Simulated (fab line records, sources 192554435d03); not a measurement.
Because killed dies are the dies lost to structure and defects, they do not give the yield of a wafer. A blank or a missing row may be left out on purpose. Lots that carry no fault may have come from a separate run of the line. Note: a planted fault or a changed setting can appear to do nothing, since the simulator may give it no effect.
Which tool did it?	flow n5 finfet	route of 1938 steps, sampled at 1 step: 13 lots, 37 wafers

## WHAT THE GAUGES READ, wafer by wafer
N5_BEOL_M10_INSPECT_13: inspects for defects (brightfield).
lot	measured	on	raw defect count
L669	day 10 20:10	defect inspect-01	330 369 404
L668	day 11 01:20	defect inspect-01	348 388 457
L670	day 11 01:28	defect inspect-02	281 467 431
L672	day 11 19:13	defect inspect-01	342 302 405
L674	day 11 23:25	defect inspect-01	463 454 532
L680	day 13 18:15	defect inspect-01	332 244 424
L678	day 13 18:25	defect inspect-02	521 345 470
L685	day 14 07:55	defect inspect-01	340 379 406
L684	day 14 13:41	defect inspect-01	465 444
L687	day 14 20:28	defect inspect-01	418 446
L688	day 15 19:38	defect inspect-01	500 362 432
L689	day 16 02:43	defect inspect-01	287 300 528
L691	day 16 06:26	defect inspect-01	363 421 322

## TOOL THAT RAN EACH LOT (tool first, then ch and the chambers of the sampled wafers, then the start)
Before these readings, the record contains no process step.

## WHAT THE TOOLS THEMSELVES READ (means of the sampled wafers that have a number; where no wafer has one, the mark that the record gives instead)
The record holds no such reading with a usual standard deviation.

## THE ANSWER, worked out from the rows above alone
Rule: what is usual is taken from the lots themselves. Put in order of their means at a reading, lots are off if they are a third of the lots or fewer, leave a main group of 4 or more, and stand apart from it by a gap of 3 or more times the standard deviation of the main group's means; of several such gaps the widest counts. A main group whose means are all the same, to the digits that the tables above print for the reading, isn't used. Also off: a lot with no number at a reading for which 4 or more lots have one. All remaining lots with rows at the step are treated as sound. First the gauges in route order, then the tools' own readings, where a lot's mean is used as printed above. At the first step where some lot is off, the reading lying furthest off is the one used; lots without a number count as furthest.
No lot is off at any reading shown: from this, nothing can be told.

## WHAT HAD BEEN PUT IN BY THE SIMULATOR
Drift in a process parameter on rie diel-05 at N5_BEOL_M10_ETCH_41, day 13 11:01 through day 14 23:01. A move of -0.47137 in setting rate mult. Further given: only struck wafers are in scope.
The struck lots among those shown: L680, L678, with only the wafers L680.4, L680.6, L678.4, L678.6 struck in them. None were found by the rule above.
